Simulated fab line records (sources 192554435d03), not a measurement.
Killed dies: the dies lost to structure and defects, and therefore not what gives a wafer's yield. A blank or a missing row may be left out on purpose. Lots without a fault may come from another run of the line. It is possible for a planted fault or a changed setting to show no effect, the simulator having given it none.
Lot-split experiment	flow n5Finfet	21 wafers read across 7 lots, on a route 1938 steps long

THE SPLIT
At N5_ZERO_LAYER_EXPOSE_08 (exposes mask ZERO, defocus 0 nm, target cd 2000 nm), the setting doseMj was moved away from the recipe's 16.2 on 11 of the 21 wafers read, by -4.9% to +7.5%. This setting was run at the recipe's value on the other wafers.

FROM THE SPLIT TO THE READING: what the file shows between them, 3 steps
- N5_ZERO_LAYER_PEB_09
- N5_ZERO_LAYER_DEVELOP_10: develop time 60 s
- N5_ZERO_LAYER_HARDBAKE_23: time 120 s

THE READING
cdNm (nm) at N5_ZERO_LAYER_CD_MEAS_11, where the cd target is 2000 nm. Fault-free wafers of this fab line usually give 2000.2 nm, standard deviation 2.7 nm.

wafer	tool, chamber at the split	doseMj as run	against the recipe	cdNm, nm	against lot-mates on the recipe
L074.1	krfScanner-01, 0	16.2	recipe	2003.3	-
L074.4	krfScanner-01, 0	16.74	+3.3%	2006.1	+2.8
L074.5	krfScanner-01, 0	16.74	+3.3%	2010.0	+6.7
L080.3	krfScanner-02, 0	16.2	recipe	2003.9	-
L080.5	krfScanner-02, 0	16.2	recipe	1998.2	-
L080.6	krfScanner-02, 0	16.2	recipe	2003.2	-
L081.1	krfScanner-01, 0	16.2	recipe	1996.7	-
L081.2	krfScanner-01, 0	15.4	-4.9%	1989.5	-7.2
L081.5	krfScanner-01, 0	15.4	-4.9%	1987.7	-9.0
L083.1	krfScanner-02, 0	17.13	+5.7%	2011.9	no lot-mate on the recipe
L083.2	krfScanner-02, 0	17.13	+5.7%	2012.1	no lot-mate on the recipe
L083.6	krfScanner-02, 0	17.13	+5.7%	2015.6	no lot-mate on the recipe
L084.3	krfScanner-02, 0	17.41	+7.5%	2015.7	+17.3
L084.4	krfScanner-02, 0	16.2	recipe	1998.4	-
L084.5	krfScanner-02, 0	17.41	+7.5%	2017.1	+18.7
L090.3	krfScanner-01, 0	16.2	recipe	2003.3	-
L090.4	krfScanner-01, 0	17.05	+5.2%	2011.0	+7.7
L090.5	krfScanner-01, 0	17.05	+5.2%	2016.9	+13.6
L097.1	krfScanner-01, 0	16.2	recipe	1994.1	-
L097.4	krfScanner-01, 0	16.2	recipe	1994.4	-
L097.6	krfScanner-01, 0	16.2	recipe	1998.4	-

THE FIT
A straight line over all 21 wafers: cdNm changes by +2.37 nm for each +1% of doseMj; r = +0.94; the points scatter about the line by 3 nm.
The same after taking each lot's own level away (the mean of its wafers on the recipe; 18 wafers): +2.04 nm for each +1%; r = +0.95; scatter 2.4 nm.
The reading moves by 15 nm for the largest change in doseMj, on that fit.
Measured against the standard deviation above, the lots' own levels, which go from 1995.63 to 2003.30 nm, span 2.8 times it.
So the slope is not independent of the lot-to-lot level: the two fits are not the same.
Check: +15 nm against its lot-mates is what the line predicts for one of the wafers moved furthest among these (+7.5%) when that wafer is left out of the fit. It came out at +17.3 nm against them.

OTHER SPLITS APPLIED TO THESE WAFERS
These wafers also went through other splits before the reading. Each is held against what the fit with the lots' levels taken away leaves over:
other split on the same wafers	wafers away from the commonest value	r with cdNm (lot level and that fit taken away)
N5_ZERO_LAYER_COAT_05 spinRpm	9	-0.04

THE WHOLE CHAIN: every reading that the file lists as answering this split, in the file's order
step	what it does	reading	change (the file's fit)	r (the file's)
N5_ZERO_LAYER_CD_MEAS_11	target cd 2000 nm	cdNm	+2.08 nm for each +1% of the setting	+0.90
N5_ZERO_LAYER_DESCUM_16	chemistry O2, time 7.9 s	ZERO_LAYER.cdNm (the simulator's own value, which no gauge read)	+2.08 nm for each +1% of the setting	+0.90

THE FILE'S OWN FIT
cdNm changes by +2.08 nm for each +1% of doseMj, r = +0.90.
